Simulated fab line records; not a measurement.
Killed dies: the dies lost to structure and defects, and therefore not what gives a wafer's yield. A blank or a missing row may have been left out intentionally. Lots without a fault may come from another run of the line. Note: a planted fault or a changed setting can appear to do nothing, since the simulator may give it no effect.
fab line records | flow n5Finfet | part 1 of 2: steps 1 to 20 of 27
record lots=5 wafers=15 lastDay=16
route steps=1938 shown BEOL_M1@777
lots with no fault: from the same line, run without faults
startH: hours from the record's opening day to when the first of the lot's shown wafers began | waitH: hours elapsed since this lot's preceding step | " the same as in the row above | L1.1+2: a single row standing in for several wafers | - no value, or no start was given | * or withheld: withheld | < > ~ a bound
route shown NAME@n: NAME is a module with steps in the file, n the number in the route of the first one | usual: the fault-free wafers' mean and standard deviation | same: alike in all rows | chamber/n: place in a boat | sites: each site's reading | _std_site: standard deviation across them | _edge_site: mean of outer sites minus mean of inner sites | radiusMm: for every site, how far away it sits from the centre of the wafer | mask NAME#n: copy n | behind: the last tool/chamber to shape the wafer | hold: why the lot was held/for how many hours/how that ended | device: names the non-switching transistor (n, p or np) | end of line: the same wafers' tests at the end of the route | for a step that has no rows: nothing shown but its recipe | killed: count of dies lost to structure and defects at first sort (not the wafer's yield) | map: dies across one wafer; x = killed, . = not, _ = none there
set.NAME: the run value of the setting; set.NAME@STEP: its run value at that earlier step | model.NAME: the simulator's own value behind a step, which no gauge read
certain route steps with their lots: each step a table, each wafer a row
services: a tool's chamber out of use, with start hour (startH, from the record's first day; less than 0 if before it), hours out, and reason
## steps
# step N5_BEOL_M1_COAT_67
# recipe resist=SOC tempC=250 timeS=60 spinRpm=1500 resistThkNm=60
# usual heaterPowerTotalW=500.3/1.8
# columns lot.wafer tool chamber startH waitH heaterPowerTotalW
L076.1 lithoTrack-01 0 135.09 0.0 502.3
L076.4 " 0 " " 501.3
L076.5 " 0 " " 499.4
L083.2 lithoTrack-01 0 180.89 0.0 501.2
L083.3 " 0 " " 503.3
L083.6 " 0 " " 498.3
L089.1 lithoTrack-01 0 215.21 0.0 503.1
L089.3 " 0 " " 501.1
L089.4 " 0 " " 498.0
L093.1 lithoTrack-04 0 238.17 0.0 498.8
L093.2 " 0 " " 498.4
L093.4 " 0 " " 498.8
L095.3 lithoTrack-03 0 248.97 0.0 497.3
L095.5 " 0 " " 497.3
L095.6 " 0 " " 499.0
# step N5_BEOL_M1_COAT_68
# recipe resist=SiARC tempC=220 timeS=60 spinRpm=1500 resistThkNm=12
# usual heaterPowerTotalW=427.6/2.1
# columns lot.wafer tool chamber startH waitH heaterPowerTotalW
L076.1 lithoTrack-01 0 - - 426.7
L076.4 " 0 " " 425.9
L076.5 " 0 " " 425.4
L083.2 lithoTrack-01 0 - - 429.3
L083.3 " 0 " " 424.4
L083.6 " 0 " " 428.5
L089.1 lithoTrack-01 0 - - 427.1
L089.3 " 0 " " 429.0
L089.4 " 0 " " 429.5
L093.1 lithoTrack-04 0 - - 429.2
L093.2 " 0 " " 429.9
L093.4 " 0 " " 426.3
L095.3 lithoTrack-03 0 - - 427.8
L095.5 " 0 " " 431.0
L095.6 " 0 " " 429.2
# step N5_BEOL_M1_COAT_76
# recipe resist=underlayer tempC=205 timeS=60 spinRpm=1500 resistThkNm=5
# usual heaterPowerTotalW=391.6/1.3
# columns lot.wafer tool chamber startH waitH heaterPowerTotalW
L076.1 lithoTrack-01 0 - - 392.3
L076.4 " 0 " " 392.8
L076.5 " 0 " " 391.2
L083.2 lithoTrack-01 0 - - 392.9
L083.3 " 0 " " 391.7
L083.6 " 0 " " 389.7
L089.1 lithoTrack-01 0 - - 389.5
L089.3 " 0 " " 392.6
L089.4 " 0 " " 389.5
L093.1 lithoTrack-04 0 - - 390.7
L093.2 " 0 " " 390.1
L093.4 " 0 " " 394.0
L095.3 lithoTrack-03 0 - - 391.0
L095.5 " 0 " " 389.8
L095.6 " 0 " " 391.2
# step N5_BEOL_M1_COAT_22
# recipe resist=CAR-EUV spinRpm=1500 resistThkNm=30
# columns lot.wafer tool chamber startH waitH
L076.1+4+5 lithoTrack-01 0 - -
L083.2+3+6 lithoTrack-01 0 - -
L089.1+3+4 lithoTrack-01 0 - -
L093.1+2+4 lithoTrack-04 0 - -
L095.3+5+6 lithoTrack-03 0 - -
# step N5_BEOL_M1_EBR_24
# recipe solvent=PGMEA ebrWidthMm=1.5
# same ebrWidthMm=1.5
# columns lot.wafer tool chamber startH waitH
L076.1+4+5 lithoTrack-01 0 - -
L083.2+3+6 lithoTrack-01 0 - -
L089.1+3+4 lithoTrack-01 0 - -
L093.1+2+4 lithoTrack-04 0 - -
L095.3+5+6 lithoTrack-03 0 - -
# step N5_BEOL_M1_SOFTBAKE_23
# recipe tempC=110 timeS=60 resist=CAR-EUV
# usual heaterPowerTotalW=175.5/1.6
# columns lot.wafer tool chamber startH waitH heaterPowerTotalW
L076.1 lithoTrack-01 0 - - 175.2
L076.4 " 0 " " 173.1
L076.5 " 0 " " 177.4
L083.2 lithoTrack-01 0 - - 173.5
L083.3 " 0 " " 177.5
L083.6 " 0 " " 173.0
L089.1 lithoTrack-01 0 - - 174.8
L089.3 " 0 " " 177.4
L089.4 " 0 " " 173.1
L093.1 lithoTrack-04 0 - - 175.7
L093.2 " 0 " " 173.4
L093.4 " 0 " " 176.0
L095.3 lithoTrack-03 0 - - 175.5
L095.5 " 0 " " 175.1
L095.6 " 0 " " 175.2
# step N5_BEOL_M1_EXPOSE_25
# recipe maskId=V0 na=0.33 sourceShape=quasar sigmaInner=0.2 sigmaOuter=0.8 polarization=unpolarized defocusNm=5 targetCdNm=24 doseMj=63
# columns lot.wafer tool chamber startH waitH mask
L076.1+4+5 euvScanner-02 0 135.23 - V0#0
L083.2+3+6 euvScanner-02 0 181.03 - V0#0
L089.1+3+4 euvScanner-01 0 215.36 - V0#0
L093.1+2+4 euvScanner-02 0 238.44 - V0#0
L095.3+5+6 euvScanner-01 0 249.13 - V0#0
# step N5_BEOL_M1_PEB_26
# recipe pebTempC=100 pebTimeS=60 resist=CAR-EUV
# usual heaterPowerTotalW=154.1/1.1
# columns lot.wafer tool chamber startH waitH heaterPowerTotalW
L076.1 lithoTrack-04 0 135.31 0.1 154.5
L076.4 " 0 " " 153.3
L076.5 " 0 " " 154.0
L083.2 lithoTrack-03 0 181.10 0.1 152.3
L083.3 " 0 " " 152.8
L083.6 " 0 " " 155.4
L089.1 lithoTrack-01 0 215.44 0.1 154.9
L089.3 " 0 " " 155.3
L089.4 " 0 " " 154.8
L093.1 lithoTrack-01 0 238.51 0.1 155.1
L093.2 " 0 " " 152.5
L093.4 " 0 " " 152.3
L095.3 lithoTrack-03 0 249.19 0.1 155.3
L095.5 " 0 " " 155.3
L095.6 " 0 " " 154.7
# step N5_BEOL_M1_DEVELOP_27
# recipe developTimeS=30 developer=TMAH resist=CAR-EUV rinseLiquid=surfactantRinse dry=airSpin devTempC=23
# same developTimeS=30
# columns lot.wafer tool chamber startH waitH
L076.1+4+5 lithoTrack-04 0 - -
L083.2+3+6 lithoTrack-03 0 - -
L089.1+3+4 lithoTrack-01 0 - -
L093.1+2+4 lithoTrack-01 0 - -
L095.3+5+6 lithoTrack-03 0 - -
# step N5_BEOL_M1_CD_MEAS_28
# recipe landingEnergyEv=500 detector=seInlens targetCdYNm=23.3
# usual cdNm=24.10/0.28
# columns lot.wafer tool chamber startH waitH cdNm
L076.1 cdSem-02 0 135.38 - 23.88
L076.4 " 0 " " 24.06
L076.5 " 0 " " 23.49
L083.2 cdSem-02 0 181.17 - 24.17
L083.3 " 0 " " 24.32
L083.6 " 0 " " 24.24
L089.1 cdSem-01 0 215.51 - 24.08
L089.3 " 0 " " 24.24
L089.4 " 0 " " 24.25
L093.1 cdSem-02 0 238.58 - 24.01
L093.2 " 0 " " 24.47
L093.4 " 0 " " 23.99
L095.3 cdSem-03 0 249.25 - 24.59
L095.5 " 0 " " 24.32
L095.6 " 0 " " 24.34
# step N5_BEOL_M1_OVL_MEAS_29
# recipe pointsPerWafer=522
# usual V0_OVL=-0.2/0.66
# columns lot.wafer tool chamber startH waitH V0_OVL[nm]
L076.1 overlay-01 0 135.41 0.0 0.4
L076.4 " 0 " " 0.2
L076.5 " 0 " " 0.0
L083.2 overlay-01 0 181.21 0.0 0.2
L083.3 " 0 " " -0.6
L083.6 " 0 " " 0.0
L089.1 overlay-01 0 215.54 0.0 -0.9
L089.3 " 0 " " 0.3
L089.4 " 0 " " -1.5
L093.1 overlay-02 0 238.61 0.0 0.9
L093.2 " 0 " " 0.5
L093.4 " 0 " " 0.5
L095.3 overlay-01 0 249.29 0.0 0.1
L095.5 " 0 " " -0.7
L095.6 " 0 " " -0.7
# step N5_BEOL_M1_INSPECT_30
# recipe mode=adi inspectInstrument=brightfield
# usual rawDefectCount=444/110
# columns lot.wafer tool chamber startH waitH rawDefectCount
L076.1 defectInspect-01 - 135.46 0.1 435
L076.4 " - " " 388
L076.5 " - " " 400
L083.2 defectInspect-02 - 181.26 0.0 530
L083.3 " - " " 398
L083.6 " - " " 498
L089.1 defectInspect-01 - 215.60 0.1 390
L089.3 " - " " 371
L089.4 " - " " 334
L093.1 defectInspect-01 - 238.67 0.1 373
L093.2 " - " " 267
L093.4 " - " " 293
L095.3 defectInspect-01 - 249.34 0.0 438
L095.5 " - " " 324
L095.6 " - " " 421
# step N5_BEOL_M1_DESCUM_33
# recipe chemistry=O2 timeS=7 sourcePowerW=50 biasPowerW=20 pressureMtorr=20 rfFrequencyHz=2.712e+07 tempC=40 resist=CAR-EUV o2FlowSccm=225
# usual drypumpMotorCurrentA=5.7/0.39 oesProductAu=0.81/0.089 rfVppV=243.7/1.2 showerheadPlenumPTorr=2.13/0.046 throttleValvePct=20.30/0.25
# columns lot.wafer tool chamber startH waitH drypumpMotorCurrentA oesProductAu rfHoursCounterH rfVppV showerheadPlenumPTorr throttleValvePct
L076.1 rieDiel-01 1 135.50 0.0 5.7 0.88 45 245.4 2.23 20.45
L076.4 " 2 " " 5.8 0.91 25 243.0 2.08 20.76
L076.5 " 0 " " 5.6 0.69 - 242.3 2.06 20.46
L083.2 rieDiel-01 3 181.29 0.0 6.2 0.94 5 242.0 2.06 20.05
L083.3 " 1 " " 5.7 0.85 61 243.9 2.22 20.46
L083.6 " 0 " " 5.6 0.68 - 240.9 2.05 20.47
L089.1 rieDiel-05 1 216.23 0.6 5.6 0.85 56 244.2 2.13 20.26
L089.3 " 3 " " 5.8 0.87 15 242.8 2.13 19.71
L089.4 " 2 " " 5.6 0.90 35 244.4 2.12 20.05
L093.1 rieDiel-01 2 238.70 0.0 5.8 0.86 52 242.9 2.07 20.80
L093.2 " 3 " " 6.2 0.89 16 242.4 2.05 20.07
L093.4 " 1 " " 5.7 0.84 - 245.4 2.22 20.48
L095.3 rieDiel-01 2 249.37 0.0 5.8 0.84 55 242.6 2.07 20.79
L095.5 " 3 " " 6.2 0.89 - 241.5 2.05 20.07
L095.6 " 1 " " 5.7 0.83 - 244.8 2.22 20.50
# step N5_BEOL_M1_ETCH_77
# recipe chemistry=N2/H2 target=underlayer targetDepthA=65 maskMaterial=CAR-EUV timeS=5.2 ionEnergyEv=200 pressureMtorr=30 sourceW=840 biasW=150 n2FlowSccm=200 h2FlowSccm=200 ends=cleared
# usual drypumpMotorCurrentA=5.7/0.39 etchRfOnTimeS=5.19/0.17 oesProductAu=0.69/0.075 rfVppV=525.1/2.2 showerheadPlenumPTorr=2.58/0.067 throttleValvePct=17.68/0.24
# columns lot.wafer tool chamber startH waitH drypumpMotorCurrentA etchRfOnTimeS oesProductAu rfHoursCounterH rfVppV showerheadPlenumPTorr throttleValvePct
L076.1 rieDiel-01 1 135.53 0.0 5.7 5.47 0.72 45 526.2 2.70 17.93
L076.4 " 2 " " 5.8 5.14 0.77 25 522.3 2.48 17.87
L076.5 " 0 " " 5.6 5.31 0.59 - 525.4 2.49 17.75
L083.2 rieDiel-01 3 181.33 0.0 6.2 5.10 0.82 5 522.0 2.51 17.52
L083.3 " 1 " " 5.7 5.39 0.70 61 528.9 2.69 17.94
L083.6 " 0 " " 5.6 5.15 0.58 - 522.7 2.49 17.75
L089.1 rieDiel-05 1 216.26 0.0 5.6 5.36 0.71 56 526.0 2.58 17.72
L089.3 " 3 " " 5.8 5.62 0.74 15 523.6 2.58 17.03
L089.4 " 2 " " 5.7 5.34 0.75 35 524.3 2.58 17.48
L093.1 rieDiel-01 2 238.74 0.0 5.8 5.18 0.73 52 521.6 2.47 17.94
L093.2 " 3 " " 6.2 5.24 0.78 16 523.4 2.51 17.55
L093.4 " 1 " " 5.7 5.53 0.69 - 528.8 2.69 17.94
L095.3 rieDiel-01 2 249.41 0.0 5.8 5.15 0.73 55 519.8 2.47 17.93
L095.5 " 3 " " 6.2 5.16 0.77 - 523.5 2.51 17.59
L095.6 " 1 " " 5.7 5.45 0.68 - 527.3 2.68 17.94
# step N5_BEOL_M1_ETCH_69
# recipe chemistry=CF4 target=SiARC targetDepthA=156 maskMaterial=CAR-EUV timeS=26 ionEnergyEv=80 pressureMtorr=40 sourceW=545 biasW=36 Ar_flow_sccm=100 cf4FlowSccm=100 ends=cleared
# usual cf4FlowSccm=100.0/0.3 drypumpMotorCurrentA=5.7/0.39 etchRfOnTimeS=25.9/0.8 oesProductAu=0.69/0.076 rfVppV=184.5/1 showerheadPlenumPTorr=2.18/0.047 throttleValvePct=15.52/0.22
# columns lot.wafer tool chamber startH waitH cf4FlowSccm drypumpMotorCurrentA etchRfOnTimeS oesProductAu rfHoursCounterH rfVppV showerheadPlenumPTorr throttleValvePct
L076.1 rieDiel-01 1 135.55 0.0 99.7 5.7 27.4 0.73 45 184.3 2.27 15.59
L076.4 " 2 " " 100.0 5.8 25.3 0.78 25 185.0 2.11 15.71
L076.5 " 0 " " 100.2 5.6 26.7 0.59 - 184.2 2.12 15.81
L083.2 rieDiel-01 3 181.34 0.0 100.0 6.2 25.6 0.82 5 184.1 2.11 15.17
L083.3 " 1 " " 100.1 5.7 26.8 0.71 61 185.7 2.27 15.61
L083.6 " 0 " " 100.0 5.7 25.5 0.59 - 183.4 2.12 15.85
L089.1 rieDiel-05 1 216.28 0.0 100.1 5.6 26.8 0.71 56 183.9 2.19 15.48
L089.3 " 3 " " 99.5 5.8 28.0 0.74 15 186.1 2.22 15.15
L089.4 " 2 " " 100.0 5.7 26.9 0.74 35 185.0 2.17 15.32
L093.1 rieDiel-01 2 238.76 0.0 99.8 5.8 25.2 0.74 52 183.6 2.11 15.75
L093.2 " 3 " " 100.2 6.2 25.7 0.79 16 183.3 2.10 15.17
L093.4 " 1 " " 100.3 5.7 27.4 0.69 - 183.3 2.26 15.63
L095.3 rieDiel-01 2 249.43 0.0 99.7 5.8 25.6 0.74 55 183.1 2.10 15.77
L095.5 " 3 " " 99.7 6.2 25.8 0.78 - 182.7 2.10 15.18
L095.6 " 1 " " 99.9 5.7 27.6 0.69 - 185.3 2.26 15.65
# step N5_BEOL_M1_ALD_98
# recipe material=SiO2 targetThkA=25 tempC=100 aldPrecursorFamily=BDEAS aldCoReactant=O2-plasma pulseTimeS=1 coReactantPulseTimeS=1 purgeTimeS=2 coReactantPurgeTimeS=2 aldCycles=17 pressureTorr=2
# usual chamberPressureTorr=2.000/0.0041 heaterPowerW=75/8.8 precursorPulseHeightRel=1.001/0.018 susceptorTempC=99.98/0.12
# columns lot.wafer tool chamber startH waitH chamberPressureTorr heaterPowerW precursorPulseHeightRel sinceWetCleanH susceptorTempC
L076.1 aldSin-01 0 135.63 0.1 2.006 62 0.998 232 99.99
L076.4 " 1 " " 1.993 80 1.013 232 100.00
L076.5 " 1 " " 2.000 77 1.020 - 100.01
L083.2 aldSin-01 0 183.15 1.8 1.999 62 1.021 279 99.97
L083.3 " 1 " " 2.006 80 1.006 279 100.12
L083.6 " 3 " " 2.006 72 0.985 - 100.02
L089.1 aldSin-01 0 216.37 0.1 2.000 61 0.998 312 99.81
L089.3 " 3 " " 2.005 74 0.986 312 99.96
L089.4 " 1 " " 2.003 80 0.978 312 99.87
L093.1 aldSin-03 0 238.84 0.1 1.991 78 0.994 48 99.84
L093.2 " 3 " " 2.001 88 1.004 48 99.67
L093.4 " 2 " " 2.006 73 1.006 48 99.90
L095.3 aldSin-01 2 249.51 0.1 1.994 76 1.019 345 99.89
L095.5 " 0 " " 2.005 62 0.974 - 99.81
L095.6 " 2 " " 1.992 78 0.998 - 100.04
# step N5_BEOL_M1_ETCHBACK_99
# recipe chemistry=CHF3 target=SiO2 targetDepthA=50 timeS=10.4 sourceW=215 biasW=47 Ar_flow_sccm=200 CHF3_flow_sccm=12 ionEnergyEv=100 pressureMtorr=30
# usual drypumpMotorCurrentA=5.7/0.4 oesProductAu=0.81/0.085 rfVppV=241/5.8 showerheadPlenumPTorr=2.19/0.047 throttleValvePct=16.95/0.22
# columns lot.wafer tool chamber startH waitH drypumpMotorCurrentA oesProductAu rfHoursCounterH rfVppV showerheadPlenumPTorr throttleValvePct
L076.1 rieDiel-05 2 137.10 1.4 5.7 0.96 8 248 2.18 16.66
L076.4 " 1 " " 5.6 0.89 29 238 2.22 16.94
L076.5 " 3 " " 5.8 0.71 - 239 2.24 17.05
L083.2 rieDiel-04 3 183.87 0.7 6.1 0.82 114 249 2.19 16.79
L083.3 " 1 " " 4.9 0.75 164 244 2.21 16.75
L083.6 " 3 " " 6.1 0.82 - 250 2.19 16.78
L089.1 rieDiel-04 3 217.14 0.7 6.1 0.81 122 251 2.19 16.80
L089.3 " 1 " " 4.9 0.74 180 246 2.20 16.75
L089.4 " 0 " " 5.4 0.73 186 240 2.23 17.15
L093.1 rieDiel-04 1 241.23 2.3 5.0 0.73 186 243 2.20 16.77
L093.2 " 3 " " 6.1 0.81 129 251 2.19 16.82
L093.4 " 0 " " 5.4 0.74 192 240 2.23 17.17
L095.3 rieDiel-01 1 253.60 4.0 5.7 0.81 79 244 2.25 16.99
L095.5 " 2 " " 5.8 0.85 - 239 2.11 17.25
L095.6 " 3 " " 6.2 0.89 - 233 2.13 16.79
# step N5_BEOL_M1_ETCH_70
# recipe chemistry=N2/H2 target=SOC targetDepthA=800 overetchA=160 maskMaterial=SiARC tempC=40 timeS=120 ionEnergyEv=200 pressureMtorr=30 sourceW=840 biasW=150 n2FlowSccm=200 h2FlowSccm=200
# usual drypumpMotorCurrentA=5.7/0.4 oesProductAu=0.62/0.066 rfVppV=524.9/2.1 showerheadPlenumPTorr=2.58/0.071 throttleValvePct=17.62/0.27
# columns lot.wafer tool chamber startH waitH drypumpMotorCurrentA oesProductAu rfHoursCounterH rfVppV showerheadPlenumPTorr throttleValvePct
L076.1 rieDiel-05 2 137.14 0.0 5.7 0.73 8 526.2 2.59 17.40
L076.4 " 1 " " 5.6 0.68 29 525.8 2.59 17.63
L076.5 " 3 " " 5.8 0.54 - 526.1 2.59 17.41
L083.2 rieDiel-04 3 183.91 0.0 6.1 0.61 114 524.4 2.53 17.15
L083.3 " 1 " " 4.9 0.57 164 527.0 2.67 17.69
L083.6 " 3 " " 6.1 0.61 - 525.4 2.53 17.16
L089.1 rieDiel-04 3 217.18 0.0 6.1 0.61 122 523.3 2.53 17.17
L089.3 " 1 " " 5.0 0.56 180 527.7 2.66 17.72
L089.4 " 0 " " 5.4 0.56 186 524.3 2.62 17.70
L093.1 rieDiel-04 1 241.27 0.0 5.0 0.55 186 527.1 2.66 17.72
L093.2 " 3 " " 6.1 0.60 129 524.1 2.53 17.20
L093.4 " 0 " " 5.4 0.56 192 525.5 2.62 17.72
L095.3 rieDiel-01 1 253.64 0.0 5.7 0.63 79 527.9 2.68 17.93
L095.5 " 2 " " 5.8 0.65 - 521.4 2.47 17.88
L095.6 " 3 " " 6.2 0.69 - 523.4 2.50 17.54
# step N5_BEOL_M1_STRIP_71
# recipe chemistry=N2/H2 tempC=40 n2FlowSccm=200 h2FlowSccm=200 rfFrequencyHz=6e+07
# columns lot.wafer tool chamber startH waitH
L076.1+4+5 rieDiel-05 2,1,3 137.22 0.0
L083.2+3+6 rieDiel-04 3,1,3 183.99 0.0
L089.1+3+4 rieDiel-04 3,1,0 217.26 0.0
L093.1+2+4 rieDiel-04 1,3,0 241.35 0.0
L095.3+5+6 rieDiel-01 1,2,3 253.72 0.0
# step N5_BEOL_M1_STRIP_78
# recipe chemistry=N2/H2 tempC=40 n2FlowSccm=200 h2FlowSccm=200 rfFrequencyHz=6e+07
# columns lot.wafer tool chamber startH waitH
L076.1+4+5 rieDiel-05 2,1,3 137.23 0.0
L083.2+3+6 rieDiel-04 3,1,3 184.00 0.0
L089.1+3+4 rieDiel-04 3,1,0 217.27 0.0
L093.1+2+4 rieDiel-04 1,3,0 241.36 0.0
L095.3+5+6 rieDiel-01 1,2,3 253.73 0.0
